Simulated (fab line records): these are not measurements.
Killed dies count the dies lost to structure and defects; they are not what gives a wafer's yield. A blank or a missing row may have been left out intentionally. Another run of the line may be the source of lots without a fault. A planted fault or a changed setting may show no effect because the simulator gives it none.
The tool behind it: which one? || flow nand_harc || Sampling: 6 lots, 18 wafers, 5 of 1159 route steps

## WHAT THE GAUGES READ, wafer by wafer
NHARC_END_SORT_01.
{"lot": "L536", "measured": "day 19 18:20", "on": "prober-01", "killed_at_array": "31 25 33"}
{"lot": "L547", "measured": "day 23 03:23", "on": "prober-01", "killed_at_array": "36 29 18"}

## WHICH TOOL RAN EACH LOT (tool, then ch and the chambers of the sampled wafers, then the start)
{"lot": "L536", "NHARC_A_STAIRCASE_TRIM_12": "rie_diel-01 ch 0,2,3, day 11 03:51", "NHARC_A_STAIRCASE_TRIM_18": "rie_diel-01 ch 0,1,3, day 11 04:38", "NHARC_A_STAIRCASE_ETCH_23": "rie_diel-01 ch 1,2,3, day 19 18:20 or earlier", "NHARC_A_STAIRCASE_ETCH_27": "rie_diel-01 ch 0,1,2, day 19 18:20 or earlier"}
{"lot": "L537", "NHARC_A_STAIRCASE_TRIM_12": "rie_diel-08 ch 0,1,3, day 11 13:32", "NHARC_A_STAIRCASE_TRIM_18": "rie_diel-08 ch 1,2, day 11 14:23", "NHARC_A_STAIRCASE_ETCH_23": "rie_diel-08 ch 1,2,3, no start", "NHARC_A_STAIRCASE_ETCH_27": "rie_diel-08 ch 0,1,3, no start"}
{"lot": "L543", "NHARC_A_STAIRCASE_TRIM_12": "rie_diel-08 ch 1,3, day 13 03:56", "NHARC_A_STAIRCASE_TRIM_18": "rie_diel-08 ch 0,1, day 13 05:11", "NHARC_A_STAIRCASE_ETCH_23": "rie_diel-08 ch 1,2,3, no start", "NHARC_A_STAIRCASE_ETCH_27": "rie_diel-08 ch 2,3, no start"}
{"lot": "L547", "NHARC_A_STAIRCASE_TRIM_12": "rie_diel-03 ch 0,1,2, day 14 10:40", "NHARC_A_STAIRCASE_TRIM_18": "rie_diel-03 ch 0,1, day 14 11:21", "NHARC_A_STAIRCASE_ETCH_23": "rie_diel-08 ch 1,2, day 23 03:23 or earlier", "NHARC_A_STAIRCASE_ETCH_27": "rie_diel-08 ch 0,1,2, day 23 03:23 or earlier"}
{"lot": "L550", "NHARC_A_STAIRCASE_TRIM_12": "rie_diel-08 ch 0,2,3, day 15 00:25", "NHARC_A_STAIRCASE_TRIM_18": "rie_diel-08 ch 1,2,3, day 15 01:07", "NHARC_A_STAIRCASE_ETCH_23": "rie_diel-08 ch 0,1,2, no start", "NHARC_A_STAIRCASE_ETCH_27": "rie_diel-08 ch 0,2,3, no start"}
{"lot": "L556", "NHARC_A_STAIRCASE_TRIM_12": "rie_diel-01 ch 0,1,3, day 16 19:23", "NHARC_A_STAIRCASE_TRIM_18": "rie_diel-01 ch 0,2,3, day 16 21:59", "NHARC_A_STAIRCASE_ETCH_23": "rie_diel-01 ch 1,2,3, no start", "NHARC_A_STAIRCASE_ETCH_27": "rie_diel-01 ch 1,2,3, no start"}
- NHARC_A_STAIRCASE_TRIM_12: chemistry O2, time 211.2 s.
- NHARC_A_STAIRCASE_TRIM_18: chemistry O2, time 211.2 s.
- NHARC_A_STAIRCASE_ETCH_23: etches the open film in C4F8/O2, target depth 100 nm, time 40.5 s.
- NHARC_A_STAIRCASE_ETCH_27: etches the open film in C4F8/O2, target depth 100 nm, time 40.5 s.

## THE ANSWER, worked out from the rows above alone
Rule: the usual values come from the lots themselves. The widest of any qualifying gaps counts: lots, ordered by their means at a reading, are off when they make up no more than a third of the lots, leave a main group of 4 or more, and stand apart from it by 3 or more times the standard deviation of that group's means. Not used: any main group whose means are identical at the precision the tables above print for the reading. Also off: a lot with no number at a reading for which 4 or more lots have one. All remaining lots with rows at the step are treated as sound.
No lot is off at any reading shown: from this, nothing can be told.

## WHAT HAD BEEN PUT IN BY THE SIMULATOR
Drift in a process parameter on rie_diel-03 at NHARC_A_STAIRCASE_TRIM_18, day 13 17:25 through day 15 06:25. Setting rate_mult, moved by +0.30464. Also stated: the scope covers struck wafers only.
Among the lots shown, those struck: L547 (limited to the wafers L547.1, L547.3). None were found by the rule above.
